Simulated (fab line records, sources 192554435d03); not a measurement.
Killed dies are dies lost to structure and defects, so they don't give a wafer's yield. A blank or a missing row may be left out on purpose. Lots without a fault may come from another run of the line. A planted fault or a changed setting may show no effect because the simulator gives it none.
Chamber matching | flow n5_finfet | N5_BEOL_M3_ALD_84 on ald_metal-01: 4 sister chambers
The step deposits TaN, pulse time 2 s, purge time 3 s, co reactant purge time 2 s. 16 wafers are shown with their chamber, then 8 later ones without.

WAFERS WITH THEIR CHAMBER
wafer  | chamber | heater_power_w (W)
L077.2 | 0       | 438
L077.3 | 3       | 408
L077.5 | 2       | 372
L079.1 | 1       | 488
L079.4 | 3       | 397
L079.6 | 3       | 398
L086.1 | 1       | 494
L086.2 | 3       | 401
L086.4 | 0       | 429
L087.1 | 0       | 439
L087.5 | 1       | 487
L087.6 | 0       | 436
L088.1 | 0       | 437
L088.4 | 2       | 392
L088.5 | 2       | 380
L091.1 | 3       | 408

SIGNATURES (means of the wafers above)
reading        | chamber 0 | chamber 1 | chamber 2 | chamber 3 | scatter within a chamber
heater_power_w | 435.80    | 489.67    | 381.33    | 402.40    | 5.83
Rule: a wafer's distance from a chamber is the root of the sum, over the readings, of the square of ((its reading less the chamber's mean) divided by the reading's scatter). The wafer belongs to the nearest chamber; if the next one is less than 2 further off, it can't be placed. The scatter: the root of (the sum of the squares of (reading less its chamber's mean) over the shown wafers, divided by (wafers less chambers)).

WAFERS WITHOUT THEIR CHAMBER
wafer  | heater_power_w (W)
L091.4 | 428
L091.5 | 427
L094.1 | 388
L094.2 | 477
L094.6 | 424
L097.1 | 386
L097.2 | 403
L097.3 | 492

WHICH CHAMBER EACH WENT THROUGH
wafer  | from the rows above     | in truth
L091.4 | 0                       | 0
L091.5 | 0                       | 0
L094.1 | can't be placed: 2 or 3 | 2
L094.2 | 1                       | 1
L094.6 | can't be placed: 0 or 3 | 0
L097.1 | 2                       | 2
L097.2 | 3                       | 3
L097.3 | 1                       | 1
Placed correctly: 6 of 8. Can't be placed from these rows: 2 (the true chamber is among the candidates in 2). Placed wrongly: 0.
